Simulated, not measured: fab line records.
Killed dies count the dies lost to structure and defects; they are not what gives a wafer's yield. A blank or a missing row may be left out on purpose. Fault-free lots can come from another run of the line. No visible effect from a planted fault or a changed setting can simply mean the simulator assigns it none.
Chamber matching | flow nandHarc | NHARC_A_M1_CMP_23 on cmp-04 has 4 sister chambers
The step polishes, t overpolish 20 s, target thk 154.34 nm. 8 wafers are shown with their chamber, then 9 later ones without.

== WAFERS PAIRED WITH THEIR CHAMBERS ==
wafer  | chamber | motorCurrentA (A) | timeToEndpointS (s)
L087.1 | 2       | 12.0              | 30.0
L087.2 | 0       | 11.2              | 26.3
L088.4 | 3       | 10.8              | 31.3
L088.5 | 2       | 11.7              | 29.1
L088.6 | 1       | 12.0              | 29.6
L093.2 | 3       | 11.6              | 33.6
L093.4 | 0       | 11.5              | 30.8
L093.6 | 1       | 11.5              | 30.0

== WAFERS WHOSE CHAMBER IS MISSING ==
wafer  | motorCurrentA (A) | timeToEndpointS (s)
L094.1 | 11.5              | 31.7
L094.5 | 12.1              | 33.1
L094.6 | 11.4              | 32.5
L095.1 | 11.7              | 26.4
L095.4 | 12.1              | 27.3
L095.6 | 11.5              | 31.8
L096.1 | 12.4              | 29.5
L096.5 | 11.9              | 32.1
L096.6 | 12.1              | 28.2

== CHAMBER TAKEN BY EACH ==
wafer  | from the rows above               | in truth
L094.1 | can't be placed: 3 or 1 or 2 or 0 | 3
L094.5 | can't be placed: 1 or 2 or 3 or 0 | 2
L094.6 | can't be placed: 3 or 1 or 2 or 0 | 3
L095.1 | can't be placed: 0 or 2 or 1      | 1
L095.4 | can't be placed: 2 or 1 or 0      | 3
L095.6 | can't be placed: 3 or 1 or 2 or 0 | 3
L096.1 | can't be placed: 2 or 1 or 0      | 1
L096.5 | can't be placed: 1 or 2 or 3 or 0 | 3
L096.6 | can't be placed: 2 or 1 or 0      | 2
Correct placement for 0 of the 9. Cannot be placed on the basis of these rows: 9; the candidates contain the true chamber in 8. Placed wrongly: 0.
How it was worked out, from the rows above alone: a wafer's distance from a chamber is the root of the sum, over the readings, of the square of ((its reading less the chamber's mean) divided by the reading's scatter). The wafer belongs to the nearest chamber; if the next one is less than 2 further off, it can't be placed. Each chamber's mean is taken over the wafers shown for it. The scatter: the root of (the sum of the squares of (reading less its chamber's mean) over the shown wafers, divided by (wafers less chambers)).
